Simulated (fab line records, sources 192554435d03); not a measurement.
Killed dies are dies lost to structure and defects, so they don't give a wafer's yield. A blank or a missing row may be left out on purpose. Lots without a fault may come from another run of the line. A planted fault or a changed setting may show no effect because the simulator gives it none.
Chamber matching | flow n5_finfet | N5_DUMMY_REMOVAL_HM_STRIP_01 on rie_diel-03: 4 sister chambers
The step strips SiNx in CH3F/O2, stops on poly-Si, target depth 4 nm, time 6.8 s. 20 wafers are shown with their chamber, then 10 later ones without.

WAFERS WITH THEIR CHAMBER
wafer  | chamber | showerhead_plenum_p_Torr (Torr) | drypump_motor_current_A (A) | oes_product_au (a.u.)
L078.4 | 2       | 2.04                            | 5.9                         | 0.72
L078.5 | 3       | 1.94                            | 6.1                         | 0.68
L078.6 | 2       | 2.04                            | 5.9                         | 0.72
L082.1 | 3       | 1.94                            | 6.2                         | 0.67
L082.3 | 2       | 2.04                            | 5.9                         | 0.70
L082.6 | 1       | 2.07                            | 5.2                         | 0.58
L084.4 | 3       | 1.94                            | 6.1                         | 0.68
L084.5 | 1       | 2.06                            | 5.2                         | 0.58
L084.6 | 2       | 2.04                            | 5.8                         | 0.70
L086.3 | 1       | 2.06                            | 5.2                         | 0.58
L086.5 | 2       | 2.04                            | 5.8                         | 0.70
L086.6 | 1       | 2.06                            | 5.2                         | 0.58
L087.2 | 0       | 1.96                            | 6.0                         | 0.73
L087.4 | 3       | 1.94                            | 6.1                         | 0.67
L087.6 | 3       | 1.94                            | 6.2                         | 0.67
L088.2 | 3       | 1.94                            | 6.1                         | 0.67
L088.5 | 1       | 2.06                            | 5.2                         | 0.58
L088.6 | 0       | 1.96                            | 6.0                         | 0.72
L090.3 | 3       | 1.94                            | 6.2                         | 0.65
L090.5 | 0       | 1.96                            | 6.0                         | 0.72

SIGNATURES (means of the wafers above)
reading                  | chamber 0 | chamber 1 | chamber 2 | chamber 3 | scatter within a chamber
showerhead_plenum_p_Torr | 1.9600    | 2.0620    | 2.0400    | 1.9400    | 0.00224
drypump_motor_current_A  | 6.000     | 5.200     | 5.860     | 6.143     | 0.0427
oes_product_au           | 0.7233    | 0.5800    | 0.7080    | 0.6700    | 0.00847
Rule: a wafer's distance from a chamber is the root of the sum, over the readings, of the square of ((its reading less the chamber's mean) divided by the reading's scatter). The wafer belongs to the nearest chamber; if the next one is less than 2 further off, it can't be placed. The scatter: the root of (the sum of the squares of (reading less its chamber's mean) over the shown wafers, divided by (wafers less chambers)).

WAFERS WITHOUT THEIR CHAMBER
wafer  | showerhead_plenum_p_Torr (Torr) | drypump_motor_current_A (A) | oes_product_au (a.u.)
L090.6 | 2.06                            | 5.2                         | 0.57
L093.1 | 2.06                            | 5.2                         | 0.57
L093.4 | 2.03                            | 5.9                         | 0.68
L093.5 | 1.96                            | 6.0                         | 0.71
L095.4 | 2.06                            | 5.2                         | 0.57
L095.5 | 1.93                            | 6.1                         | 0.66
L095.6 | 1.96                            | 6.0                         | 0.71
L097.3 | 2.03                            | 5.9                         | 0.67
L097.4 | 1.96                            | 6.0                         | 0.70
L097.5 | 2.03                            | 5.9                         | 0.67

WHICH CHAMBER EACH WENT THROUGH
wafer  | from the rows above | in truth
L090.6 | 1                   | 1
L093.1 | 1                   | 1
L093.4 | 2                   | 2
L093.5 | 0                   | 0
L095.4 | 1                   | 1
L095.5 | 3                   | 3
L095.6 | 0                   | 0
L097.3 | 2                   | 2
L097.4 | 0                   | 0
L097.5 | 2                   | 2
Placed correctly: 10 of 10. Can't be placed from these rows: 0. Placed wrongly: 0.
